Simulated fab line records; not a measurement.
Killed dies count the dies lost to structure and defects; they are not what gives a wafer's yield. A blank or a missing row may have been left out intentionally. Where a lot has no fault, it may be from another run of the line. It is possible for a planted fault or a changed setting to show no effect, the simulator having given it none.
fab line records	flow n5-finfet
[record] lots = 4	wafers = 12	last-day = 18
route steps=1938 shown MOL_CONTACT_COAG@605 BEOL_M4@1111 PASSIVATION@1936
lots that met no fault: taken from a fault-free run of the same line
start-h: hours from the record's opening day to when the first of the lot's shown wafers began	wait-h: hours elapsed since this lot's preceding step	" the same as in the row above	L1.1+2: a single row standing in for several wafers	- no value present, or no start provided	* or withheld: withheld	< > ~ a bound
route shown NAME@n: a module of which the file shows steps, and the number in the route of the first	usual: mean/standard deviation of fault-free wafers	same: alike in all rows	chamber/n: place in a boat	sites: the reading at each site	_std_site: standard deviation of those values	_edge_site: mean of outer sites minus mean of inner sites	radius-mm: for every site, how far away it sits from the centre of the wafer	mask NAME#n: copy n	behind: the most recent tool/chamber to have shaped the wafer	hold: what put the lot on hold/how long, in hours/how the hold closed	device: the n, p or np transistor that did not switch	end of line: the same wafers' tests at the end of the route	a step without rows: its recipe alone	killed: dies that structure and defects cost at the first sort, which is not the same as the wafer's yield	map: shows each die of a wafer: x if killed, . if not, _ if none is there
set.NAME: the run value of the setting; set.NAME@STEP: its run value at that earlier step	model.NAME: the simulator's own value behind a step, which no gauge read
certain route steps with their lots: each step a table, each wafer a row
services: a tool's chamber out of use, with start hour (start-h, from the record's first day; less than 0 if before it), hours out, and reason
[[steps]]
[step N5_MOL_CONTACT_COAG_DESCUM_45]
[recipe] chemistry = O2	time-s = 7	source-power-w = 50	bias-power-w = 20	pressure-mtorr = 20	rf-frequency-hz = 2.712e+07	temp-c = 40	resist = CAR-EUV	o2-flow-sccm = 225
[step N5_MOL_CONTACT_COAG_ETCH_65]
[recipe] chemistry = N2/H2	target = underlayer	target-depth-a = 130	mask-material = CAR-EUV	time-s = 10.4	ion-energy-ev = 200	pressure-mtorr = 30	source-w = 840	bias-w = 150	n2-flow-sccm = 200	h2-flow-sccm = 200	ends = cleared
[step N5_MOL_CONTACT_COAG_ETCH_66]
[recipe] chemistry = CF4	target = SiARC	target-depth-a = 130	mask-material = CAR-EUV	time-s = 21.7	ion-energy-ev = 80	pressure-mtorr = 40	source-w = 545	bias-w = 36	Ar_flow_sccm = 100	cf4-flow-sccm = 100	ends = cleared
[step N5_MOL_CONTACT_COAG_ALD_133]
[recipe] material = SiO2	target-thk-a = 50	temp-c = 100	ald-precursor-family = BDEAS	ald-co-reactant = O2-plasma	pulse-time-s = 1	co-reactant-pulse-time-s = 1	purge-time-s = 2	co-reactant-purge-time-s = 2	ald-cycles = 35	pressure-torr = 2
[step N5_MOL_CONTACT_COAG_ETCHBACK_134]
[recipe] chemistry = CHF3	target = SiO2	target-depth-a = 100	time-s = 6.7	ion-energy-ev = 200	pressure-mtorr = 30	source-w = 610	bias-w = 170	Ar_flow_sccm = 200	CHF3_flow_sccm = 50
[step N5_MOL_CONTACT_COAG_ETCH_67]
[recipe] chemistry = N2/H2	target = SOC	target-depth-a = 600	overetch-a = 210	mask-material = SiARC	temp-c = 40	time-s = 101.2	ion-energy-ev = 200	pressure-mtorr = 30	source-w = 840	bias-w = 150	n2-flow-sccm = 200	h2-flow-sccm = 200
[step N5_MOL_CONTACT_COAG_STRIP_68]
[recipe] chemistry = N2/H2	temp-c = 40	n2-flow-sccm = 200	h2-flow-sccm = 200	rf-frequency-hz = 6e+07
[step N5_MOL_CONTACT_COAG_STRIP_69]
[recipe] chemistry = N2/H2	temp-c = 40	n2-flow-sccm = 200	h2-flow-sccm = 200	rf-frequency-hz = 6e+07
[step N5_MOL_CONTACT_COAG_ETCHBACK_136]
[recipe] chemistry = CHF3	target = SiO2	target-depth-a = 250	time-s = 16.7	ion-energy-ev = 200	pressure-mtorr = 30	source-w = 610	bias-w = 170	Ar_flow_sccm = 200	CHF3_flow_sccm = 50
[step N5_MOL_CONTACT_COAG_STRIP_120]
[recipe] chemistry = CHF3	resist = SiARC	rf-frequency-hz = 6e+07
[step N5_MOL_CONTACT_COAG_VIA_ETCH_117]
[recipe] chemistry = C4F6/O2	target-depth-a = 400	overetch-a = 80	mask-material = SOC	target = SiO2	bias-w = 455	pressure-mtorr = 10	time-s = 26	source-w = 325	Ar_flow_sccm = 300	C4F6_flow_sccm = 10	O2_flow_sccm = 10	ion-energy-ev = 575.3	ends = end-point
[step N5_MOL_CONTACT_COAG_ETCH_124]
[recipe] chemistry = CH3F/O2	target = SiNx	target-depth-a = 65	mask-material = SOC	stop-on = SiOC	over-etch-frac = 0.3	ion-energy-ev = 120	pressure-mtorr = 30	source-w = 395	bias-w = 73	Ar_flow_sccm = 150	CH3F_flow_sccm = 30	O2_flow_sccm = 20	ends = end-point
[step N5_MOL_CONTACT_COAG_ETCH_48]
[recipe] chemistry = C4F6/O2	target-depth-a = 150	overetch-a = 45	mask-material = SOC	target = SiOC	bias-w = 465	pressure-mtorr = 10	time-s = 17	source-w = 335	Ar_flow_sccm = 300	C4F6_flow_sccm = 10	O2_flow_sccm = 10	ion-energy-ev = 576
[usual] C4F6_flow_sccm = 10.002/0.028	O2_flow_sccm = 10.00/0.032	drypump-motor-current-A = 5.7/0.59	oes-product-au = 0.68/0.079	rf-vpp-V = 1583/35	showerhead-plenum-p-Torr = 2.86/0.096	throttle-valve-pct = 40.5/0.5
lot.wafer	tool	chamber	start-h	wait-h	C4F6_flow_sccm	O2_flow_sccm	drypump-motor-current-A	oes-product-au	rf-hours-counter-h	rf-vpp-V	showerhead-plenum-p-Torr	throttle-valve-pct	model.SOC_of_MOL_CONTACT_COAG_COAT_62.thk-nm
L468.2	rie-diel-02	1	100.24	0.0	10.011	9.96	5.3	0.65	154	1619	2.87	40.5	45.2
L468.3	"	2	"	"	10.004	9.98	4.7	0.64	89	1597	2.97	39.6	45.8
L468.6	"	2	"	"	9.981	10.02	4.7	0.69	-	1598	2.97	39.6	45.6
L487.3	rie-diel-02	0	215.20	0.0	-	-	-	-	-	-	-	-	48.6
L487.4	"	1	"	"	-	-	-	-	-	-	-	-	48.4
L487.5	"	0	"	"	-	-	-	-	-	-	-	-	48.6
L488.1	rie-diel-05	2	220.41	0.0	-	-	-	-	-	-	-	-	48.6
L488.4	"	2	"	"	-	-	-	-	-	-	-	-	48.8
L488.5	"	3	"	"	-	-	-	-	-	-	-	-	48.8
L491.3	rie-diel-05	0	239.76	0.0	10.048	9.96	5.4	0.63	130	1583	2.73	40.2	45.8
L491.5	"	1	"	"	9.985	9.95	5.4	0.91	-	1531	2.81	40.8	45.4
L491.6	"	2	"	"	10.011	10.00	6.5	0.76	-	1607	3.01	41.0	46
[step N5_MOL_CONTACT_COAG_STRIP_72]
[recipe] chemistry = N2/H2	power-w = 450	temp-c = 40	pressure-mtorr = 20	rf-frequency-hz = 6e+07	overash-fraction = 3	bias-power-w = 7	h2-frac = 0.5	n2-flow-sccm = 200	h2-flow-sccm = 200
[step N5_BEOL_M4_RC_MEAS_101]
[usual] DIBL_N = 37.1/2.4	DIBL_P = 37/3	IOFF_N = 0.18/0.053	IOFF_P = 0.21/0.05	ION_N = 674/14	ION_P = 459/9.2	SS_N = 72.1/0.9	SS_P = 73.4/0.89	VT_N = 250/3.8	VT_P = -251/3.7
lot.wafer	tool	chamber	start-h	wait-h	DIBL_N[mV/V]	DIBL_P[mV/V]	IOFF_N[nA/um]	IOFF_P[nA/um]	ION_N[uA/um]	ION_P[uA/um]	SS_N[mV/dec]	SS_P[mV/dec]	VT_N[mV]	VT_P[mV]
L468.2	prober-02	0	179.91	0.2	37.4	38	0.19	0.22	691	465	72.1	73.9	249	-254
L468.3	"	0	"	"	37.5	37	0.17	0.20	665	455	72.8	73.7	253	-256
L468.6	"	0	"	"	41.8	42	0.30	0.30	695	468	74.1	74.8	245	-249
L491.3	prober-01	0	312.76	0.3	37.9	37	0.19	0.20	679	455	72.6	72.7	249	-251
L491.5	"	0	"	"	39.7	39	0.22	0.23	686	462	73.2	72.7	248	-248
L491.6	"	0	"	"	40.3	40	0.21	0.24	682	449	72.5	74.8	248	-252
[step N5_PASSIVATION_PROBE_49]
[usual] defect-limited-yield = 91.6/1.4	killed_at_M0_to_M3 = 32/9.5	killed_at_M4_up = 13/6	killed-at-contacts = 12/5.6	killed-at-front-end = 39/11	killed-at-other = 2.8/2.3	killed-dies = 99/16	killed-on-rim = 12/3.4	killed-open = 65/12	killed-short = 32/7.6	sort_bin_4_leakage = 0.1/0.88	sort_bin_5_function = 4.8/0.88	sort_bin_6_memory = 3.2/0.65	sort-n-pass = 1077/29	sort-yield-pct = 91.2/2.5
[same] gross-dies = 1180	killed-at-back-side = 0	sort_bin_8_speed[%] = 0
lot.wafer	tool	chamber	start-h	wait-h	defect-limited-yield[%]	killed_at_M0_to_M3	killed_at_M4_up	killed-at-contacts	killed-at-front-end	killed-at-other	killed-dies	killed-on-rim	killed-open	killed-short	sort_bin_4_leakage[%]	sort_bin_5_function[%]	sort_bin_6_memory[%]	sort-n-pass	sort-yield-pct[%]
L468.2	prober-02	-	299.51	0.1	90.4	51	7	24	28	3	113	7	77	33	0	6.4	3.1	1067	90.4
L468.3	prober-02	-	299.56	0.1	92.0	30	9	21	32	2	94	12	65	27	0	4.5	3.1	1086	92.0
L468.6	prober-02	-	299.71	0.3	89.8	48	13	22	34	3	120	19	69	48	0.6	5.3	4.5	1053	89.2
L487.3	prober-02	-	391.42	0.1	0	29	25	1085	37	4	1180	152	70	36	0	96.3	3.1	0	0
L487.4	prober-02	-	391.47	0.2	0	18	22	1097	35	8	1180	152	68	30	0	97.7	2.2	0	0
L487.5	prober-02	-	391.52	0.2	0	25	16	1094	37	8	1180	152	62	30	0	97.1	2.9	0	0
L488.1	prober-01	-	394.93	0.0	0	19	11	1096	53	1	1180	152	64	28	0	97.2	2.6	0	0
L488.4	prober-01	-	395.08	0.2	0	26	14	1083	55	2	1180	152	67	39	0	95.8	3.7	0	0
L488.5	prober-01	-	395.13	0.2	0	46	10	1075	44	5	1180	152	73	37	0	95.7	4.0	0	0
L491.3	prober-02	-	423.03	0.1	89.9	37	9	15	52	6	119	12	68	49	0	5.3	4.2	1061	89.9
L491.5	prober-02	-	423.13	0.2	91.4	37	11	2	42	9	101	10	61	35	0	4.7	3.1	1079	91.4
L491.6	prober-02	-	423.18	0.3	91.9	28	11	10	39	8	96	16	64	32	0	5.1	2.6	1084	91.9
// killed by level:class
L468.2 MOL_CONTACT_COAG:geometric-particle:open=20 BEOL_M2:geometric-particle:open=15 BEOL_M1:geometric-particle:open=11 BEOL_M0_SAQP:geometric-particle:short=8 BEOL_M0_SAQP:geometric-particle:open=6 FIN_SAQP:geometric-particle:open=5 FIN_SAQP:geometric-particle:short=5 BEOL_M3:geometric-particle:open=5
L468.3 MOL_CONTACT_COAG:geometric-particle:open=16 BEOL_M0_SAQP:geometric-particle:short=9 STI_FIN_REVEAL:geometric-particle:open=8 BEOL_M0_SAQP:geometric-particle:open=8 FIN_SAQP:geometric-particle:open=5 MOL_CONTACT_COAG:geometric-particle:short=5 DUMMY_GATE:geometric-particle:open=4 BEOL_M1:geometric-particle:open=4
L468.6 MOL_CONTACT_COAG:geometric-particle:open=13 MOL_CONTACT_COAG:geometric-particle:short=9 BEOL_M1:geometric-particle:open=9 BEOL_M1:geometric-particle:short=9 BEOL_M2:geometric-particle:open=9 FIN_SAQP:geometric-particle:open=8 BEOL_M0_SAQP:geometric-particle:open=7 BEOL_M0_SAQP:geometric-particle:short=6
L487.3 MOL_CONTACT_COAG:area-etch=1074 STI_FIN_REVEAL:geometric-particle:open=12 BEOL_M4:geometric-particle:open=11 MOL_CONTACT_COAG:geometric-particle:open=10 BEOL_M1:geometric-particle:open=9 BEOL_M4:geometric-particle:short=7 DUMMY_GATE:geometric-particle:open=6 GATE_CUT:geometric-particle:short=5
L487.4 MOL_CONTACT_COAG:area-etch=1081 MOL_CONTACT_COAG:geometric-particle:open=14 BEOL_M4:geometric-particle:open=9 STI_FIN_REVEAL:geometric-particle:open=8 FIN_SAQP:geometric-particle:open=6 STI_FIN_REVEAL:geometric-particle:short=4 BEOL_M1:geometric-particle:open=4 BEOL_M2:geometric-particle:open=4
L487.5 MOL_CONTACT_COAG:area-etch=1087 STI_FIN_REVEAL:geometric-particle:open=17 BEOL_M3:geometric-particle:open=8 BEOL_M4:geometric-particle:open=8 BEOL_M0_SAQP:geometric-particle:short=7 MOL_CONTACT_COAG:geometric-particle:open=6 BEOL_M1:geometric-particle:short=4 FIN_SAQP:geometric-particle:short=3
L488.1 MOL_CONTACT_COAG:area-etch=1087 FIN_SAQP:geometric-particle:open=15 STI_FIN_REVEAL:geometric-particle:open=7 BEOL_M1:geometric-particle:open=7 MOL_CONTACT_COAG:geometric-particle:open=7 FIN_SAQP:geometric-particle:short=6 STARTING-WAFER:geometric-particle:short=6 BEOL_M3:geometric-particle:open=5
L488.4 MOL_CONTACT_COAG:area-etch=1074 STI_FIN_REVEAL:geometric-particle:open=14 FIN_SAQP:geometric-particle:open=8 DUMMY_GATE:geometric-particle:open=8 FIN_SAQP:geometric-particle:short=7 MOL_CONTACT_COAG:geometric-particle:open=7 BEOL_M1:geometric-particle:short=6 GATE_CUT:geometric-particle:short=6
L488.5 MOL_CONTACT_COAG:area-etch=1070 BEOL_M1:geometric-particle:open=14 FIN_SAQP:geometric-particle:open=12 BEOL_M3:geometric-particle:open=9 DUMMY_GATE:geometric-particle:open=8 BEOL_M2:geometric-particle:open=6 STI_FIN_REVEAL:geometric-particle:open=5 GATE_CUT:geometric-particle:short=5
L491.3 BEOL_M0_SAQP:geometric-particle:short=15 BEOL_M0_SAQP:geometric-particle:open=11 MOL_CONTACT_COAG:geometric-particle:open=10 FIN_SAQP:geometric-particle:open=9 STI_FIN_REVEAL:geometric-particle:open=9 FIN_SAQP:geometric-particle:short=8 BEOL_M2:geometric-particle:open=7 GATE_CUT:geometric-particle:short=6
L491.5 FIN_SAQP:geometric-particle:short=9 FIN_SAQP:geometric-particle:open=8 BEOL_M1:geometric-particle:open=8 STI_FIN_REVEAL:geometric-particle:open=6 BEOL_M0_SAQP:geometric-particle:open=5 BEOL_M0:geometric-particle:open=5 BEOL_M2:geometric-particle:open=5 BEOL_M4:geometric-particle:open=5
L491.6 MOL_CONTACT_COAG:geometric-particle:open=8 BEOL_M4:geometric-particle:open=8 STI_FIN_REVEAL:geometric-particle:open=7 BEOL_M0_SAQP:geometric-particle:short=7 FIN_SAQP:geometric-particle:short=6 BEOL_M3:geometric-particle:open=6 DUMMY_GATE:geometric-particle:open=4 BEOL_M0:geometric-particle:open=4
// map L487.3 (x killed, . not)
_________________xxxxxxxxxxxx________________
______________xxxxxxxxxxxxxxxxxx_____________
___________xxxxxxxxxxxxxxxxxxxxxxxx__________
__________xxxxxxxxxxxxxxxxxxxxxxxxxx_________
________xxxxxxxxxxxxxxxxxxxxxxxxxxxxxx_______
_______xxxxxxxxxxxxxxxxxxxxxxxxxxxxxxxx______
______xxxxxxxxxxxxxxxxxxxxxxxxxxxxxxxxxx_____
_____xxxxxxxxxxxxxxxxxxxxxxxxxxxxxxxxxxxx____
____xxxxxxxxxxxxxxxxxxxxxxxxxxxxxxxxxxxxxx___
___xxxxxxxxxxxxxxxxxxxxxxxxxxxxxxxxxxxxxxxx__
___xxxxxxxxxxxxxxxxxxxxxxxxxxxxxxxxxxxxxxxx__
__xxxxxxxxxxxxxxxxxxxxxxxxxxxxxxxxxxxxxxxxxx_
__xxxxxxxxxxxxxxxxxxxxxxxxxxxxxxxxxxxxxxxxxx_
_xxxxxxxxxxxxxxxxxxxxxxxxxxxxxxxxxxxxxxxxxxxx
_xxxxxxxxxxxxxxxxxxxxxxxxxxxxxxxxxxxxxxxxxxxx
_xxxxxxxxxxxxxxxxxxxxxxxxxxxxxxxxxxxxxxxxxxxx
_xxxxxxxxxxxxxxxxxxxxxxxxxxxxxxxxxxxxxxxxxxxx
_xxxxxxxxxxxxxxxxxxxxxxxxxxxxxxxxxxxxxxxxxxxx
_xxxxxxxxxxxxxxxxxxxxxxxxxxxxxxxxxxxxxxxxxxxx
_xxxxxxxxxxxxxxxxxxxxxxxxxxxxxxxxxxxxxxxxxxxx
_xxxxxxxxxxxxxxxxxxxxxxxxxxxxxxxxxxxxxxxxxxxx
__xxxxxxxxxxxxxxxxxxxxxxxxxxxxxxxxxxxxxxxxxx_
__xxxxxxxxxxxxxxxxxxxxxxxxxxxxxxxxxxxxxxxxxx_
___xxxxxxxxxxxxxxxxxxxxxxxxxxxxxxxxxxxxxxxx__
___xxxxxxxxxxxxxxxxxxxxxxxxxxxxxxxxxxxxxxxx__
____xxxxxxxxxxxxxxxxxxxxxxxxxxxxxxxxxxxxxx___
_____xxxxxxxxxxxxxxxxxxxxxxxxxxxxxxxxxxxx____
______xxxxxxxxxxxxxxxxxxxxxxxxxxxxxxxxxx_____
_______xxxxxxxxxxxxxxxxxxxxxxxxxxxxxxxx______
________xxxxxxxxxxxxxxxxxxxxxxxxxxxxxx_______
__________xxxxxxxxxxxxxxxxxxxxxxxxxx_________
___________xxxxxxxxxxxxxxxxxxxxxxxx__________
______________xxxxxxxxxxxxxxxxxx_____________
_________________xxxxxxxxxxxx________________
// map L488.1 (x killed, . not)
_________________xxxxxxxxxxxx________________
______________xxxxxxxxxxxxxxxxxx_____________
___________xxxxxxxxxxxxxxxxxxxxxxxx__________
__________xxxxxxxxxxxxxxxxxxxxxxxxxx_________
________xxxxxxxxxxxxxxxxxxxxxxxxxxxxxx_______
_______xxxxxxxxxxxxxxxxxxxxxxxxxxxxxxxx______
______xxxxxxxxxxxxxxxxxxxxxxxxxxxxxxxxxx_____
_____xxxxxxxxxxxxxxxxxxxxxxxxxxxxxxxxxxxx____
____xxxxxxxxxxxxxxxxxxxxxxxxxxxxxxxxxxxxxx___
___xxxxxxxxxxxxxxxxxxxxxxxxxxxxxxxxxxxxxxxx__
___xxxxxxxxxxxxxxxxxxxxxxxxxxxxxxxxxxxxxxxx__
__xxxxxxxxxxxxxxxxxxxxxxxxxxxxxxxxxxxxxxxxxx_
__xxxxxxxxxxxxxxxxxxxxxxxxxxxxxxxxxxxxxxxxxx_
_xxxxxxxxxxxxxxxxxxxxxxxxxxxxxxxxxxxxxxxxxxxx
_xxxxxxxxxxxxxxxxxxxxxxxxxxxxxxxxxxxxxxxxxxxx
_xxxxxxxxxxxxxxxxxxxxxxxxxxxxxxxxxxxxxxxxxxxx
_xxxxxxxxxxxxxxxxxxxxxxxxxxxxxxxxxxxxxxxxxxxx
_xxxxxxxxxxxxxxxxxxxxxxxxxxxxxxxxxxxxxxxxxxxx
_xxxxxxxxxxxxxxxxxxxxxxxxxxxxxxxxxxxxxxxxxxxx
_xxxxxxxxxxxxxxxxxxxxxxxxxxxxxxxxxxxxxxxxxxxx
_xxxxxxxxxxxxxxxxxxxxxxxxxxxxxxxxxxxxxxxxxxxx
__xxxxxxxxxxxxxxxxxxxxxxxxxxxxxxxxxxxxxxxxxx_
__xxxxxxxxxxxxxxxxxxxxxxxxxxxxxxxxxxxxxxxxxx_
___xxxxxxxxxxxxxxxxxxxxxxxxxxxxxxxxxxxxxxxx__
___xxxxxxxxxxxxxxxxxxxxxxxxxxxxxxxxxxxxxxxx__
____xxxxxxxxxxxxxxxxxxxxxxxxxxxxxxxxxxxxxx___
_____xxxxxxxxxxxxxxxxxxxxxxxxxxxxxxxxxxxx____
______xxxxxxxxxxxxxxxxxxxxxxxxxxxxxxxxxx_____
_______xxxxxxxxxxxxxxxxxxxxxxxxxxxxxxxx______
________xxxxxxxxxxxxxxxxxxxxxxxxxxxxxx_______
__________xxxxxxxxxxxxxxxxxxxxxxxxxx_________
___________xxxxxxxxxxxxxxxxxxxxxxxx__________
______________xxxxxxxxxxxxxxxxxx_____________
_________________xxxxxxxxxxxx________________
[[services]]
tool	chamber	start-h	hours	kind
rie-diel-05	2	83.03	-	clean
rie-diel-05	2	83.03	-	consumable-replace:focus-ring
rie-diel-05	2	83.03	-	consumable-replace:showerhead
rie-diel-05	2	83.03	13.0	scheduled-down
rie-diel-05	2	83.03	13.0	vent-cycle
rie-diel-05	2	111.68	4.3	repair
rie-diel-05	3	123.51	-	clean
rie-diel-05	3	123.51	-	consumable-replace:focus-ring
rie-diel-05	3	123.51	17.8	scheduled-down
rie-diel-05	3	123.51	17.8	vent-cycle
rie-diel-05	0	153.50	6.6	repair
rie-diel-05	-	198.73	14.6	pm
rie-diel-05	1	216.85	-	clean
rie-diel-05	1	216.85	-	consumable-replace:focus-ring
rie-diel-05	0	231.06	1.6	repair
[[key]]
[first-sign] step = N5_MOL_CONTACT_COAG_ETCH_48	reading = tool-record	direction = missing
[effect] step = N5_PASSIVATION_PROBE_49	reading = killed-at-contacts	direction = up	sigmas = 99+	usual = 12	struck = 1088
[model-effect] step = N5_MOL_CONTACT_COAG_ETCH_48	value = SOC_of_MOL_CONTACT_COAG_COAT_62.thk-nm	without = 46	struck = 48.63
[more-kills-born-at] N5_MOL_CONTACT_COAG_ETCH_48@rie-diel-02 = 3242	N5_MOL_CONTACT_COAG_ETCH_48@rie-diel-05 = 3231
met-at N5_MOL_CONTACT_COAG_ETCH_48
struck-wafers L487.3,L487.4,L487.5,L488.1,L488.4,L488.5
later-rows-left-out L487.3,L487.4,L487.5,L488.1,L488.4,L488.5
onset-between 100.24 215.20
[fault] kind = skipped-step-whole	tool = rie-diel-02,rie-diel-05	chamber = -	onset-h = 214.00	steps = N5_MOL_CONTACT_COAG_ETCH_48	scope = struck-lots-only
// later-rows-left-out: the simulator's readings of these wafers behind a module that went badly wrong aren't trusted and aren't shown, but for the sort
